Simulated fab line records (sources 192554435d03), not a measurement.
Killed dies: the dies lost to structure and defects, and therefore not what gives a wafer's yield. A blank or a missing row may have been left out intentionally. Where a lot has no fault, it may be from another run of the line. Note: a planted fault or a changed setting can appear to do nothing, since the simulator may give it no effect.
2 desks, one fault	flow n5Finfet	every desk sees just its own numbers, and what lay behind them comes last

== METROLOGY DESK ==
Lot by lot, what the gauges showed, no matter which tool ran the lot: averages of those sampled wafers that carry a number. If a lot's mean is further than 4 standard deviations from the usual mean, the lot is out of limits and carries the mark OUT (the distance appears in the brackets).
Columns: A = V4_OVL at N5_BEOL_M5_OVL_MEAS_29, usual -0.2 nm
lot	first seen here	A
L483	day 8 07:08	0.1
L485	day 9 06:26	0.3
L488	day 9 11:13	-0.7
L486	day 9 11:16	-0.3
L493	day 12 09:08	-0.7
L495	day 12 12:27	-0.5
L499	day 13 11:26	0.4
L497	day 13 13:01	-0.4
L501	day 13 23:30	-1.1
This desk's verdict: no lot among the 9 shows anything out of limits.

== THE TOOL OWNER'S DESK: rieDiel-04 ==
The tool's own readings at N5_BEOL_M5_ETCH_68 (etches SOC in N2/H2, target depth 80 nm, overetch 16 nm, time 120 s): means of the sampled wafers that have a number, for each lot that ran on this tool. If a lot's mean is further than 4 standard deviations from the usual mean, the lot is out of limits and carries the mark OUT (the distance appears in the brackets).
Columns: A = drypumpMotorCurrentA at N5_BEOL_M5_ETCH_68, usual 5.4 A; B = oesProductAu at N5_BEOL_M5_ETCH_68, usual 0.62 a.u.; C = rfFwdPowerW at N5_BEOL_M5_ETCH_68, usual 835.3 W; D = rfVppV at N5_BEOL_M5_ETCH_68, usual 523.5 V; E = runLengthS at N5_BEOL_M5_ETCH_68, usual 143.1 s; F = showerheadPlenumPTorr at N5_BEOL_M5_ETCH_68, usual 2.53 Torr; G = throttleValvePct at N5_BEOL_M5_ETCH_68, usual 17.78 %
lot	first seen here	A	B	C	D	E	F	G
L485	day 9 07:08	5.3	0.71	839.9	522.7	143.1	2.48	17.73
L486	day 9 11:28	5.2	0.63	834.9	523.7	142.9	2.53	17.68
L493	day 12 09:19	5.3	0.58	836.5	522.7	145.1	2.51	17.56
L495	day 12 12:59	5.5	0.65	837.2	521.3	145.7 (+4.7) OUT	2.47	17.62
This desk finds L495 out of limits, L495 being first, at day 12 12:59 (runLengthS at N5_BEOL_M5_ETCH_68). Within limits: L485, L486, L493.

== TAKEN TOGETHER ==
The tool owner's desk had the chance to raise an alarm at day 12 12:59 on L495.
From the metrology desk's view, nothing was out of limits.
The metrology desk holds a record of L495, inside its limits.
Every lot named ran N5_BEOL_M5_ETCH_68 on rieDiel-04.

== WHAT THE SIMULATOR PUT IN ==
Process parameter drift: rieDiel-04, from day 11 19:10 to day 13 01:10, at N5_BEOL_M5_ETCH_68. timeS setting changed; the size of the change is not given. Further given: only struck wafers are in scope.
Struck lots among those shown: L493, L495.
Delay in hours, fault start to first out-of-limits reading, by desk: the tool owner's desk at 18.
